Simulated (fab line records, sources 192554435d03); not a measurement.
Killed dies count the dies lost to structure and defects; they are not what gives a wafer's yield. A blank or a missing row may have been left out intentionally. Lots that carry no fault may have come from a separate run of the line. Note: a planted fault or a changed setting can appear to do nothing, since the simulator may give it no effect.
Matching of chambers / flow n5 finfet / 4 sister chambers for N5_MOL_CONTACT_COAG_STRIP_96 on rie diel-02
The step strips in N2/H2. 4 wafers are shown with their chamber, then 9 later ones without.

== WAFERS PAIRED WITH THEIR CHAMBERS ==
wafer=L080.4; chamber=3; showerhead plenum p Torr (Torr)=3.48
wafer=L088.1; chamber=2; showerhead plenum p Torr (Torr)=3.24
wafer=L088.2; chamber=0; showerhead plenum p Torr (Torr)=3.40
wafer=L088.4; chamber=1; showerhead plenum p Torr (Torr)=3.17

== WAFERS WITHOUT THEIR CHAMBER ==
wafer=L095.3; showerhead plenum p Torr (Torr)=3.47
wafer=L095.4; showerhead plenum p Torr (Torr)=3.39
wafer=L095.5; showerhead plenum p Torr (Torr)=3.39
wafer=L096.3; showerhead plenum p Torr (Torr)=3.39
wafer=L096.5; showerhead plenum p Torr (Torr)=3.47
wafer=L096.6; showerhead plenum p Torr (Torr)=3.23
wafer=L097.1; showerhead plenum p Torr (Torr)=3.38
wafer=L097.3; showerhead plenum p Torr (Torr)=3.46
wafer=L097.5; showerhead plenum p Torr (Torr)=3.46

== THE CHAMBER EACH PASSED THROUGH ==
wafer=L095.3; from the rows above=3; in truth=3
wafer=L095.4; from the rows above=0; in truth=0
wafer=L095.5; from the rows above=0; in truth=0
wafer=L096.3; from the rows above=0; in truth=0
wafer=L096.5; from the rows above=3; in truth=3
wafer=L096.6; from the rows above=2; in truth=2
wafer=L097.1; from the rows above=0; in truth=0
wafer=L097.3; from the rows above=3; in truth=3
wafer=L097.5; from the rows above=3; in truth=3
Correct placement for 9 of the 9. Can't be placed from these rows: 0. Number placed wrongly: 0.
How it was worked out, from the rows above alone: a wafer's distance from a chamber is the root of the sum, over the readings, of the square of ((its reading less the chamber's mean) divided by the reading's scatter). The wafer belongs to the nearest chamber; if the next one is less than 2 further off, it can't be placed. For every chamber, the mean is computed from those of its wafers that are shown. The scatter: root of mean squared gap, hidden wafer to nearest shown wafer, with one shown wafer a chamber.
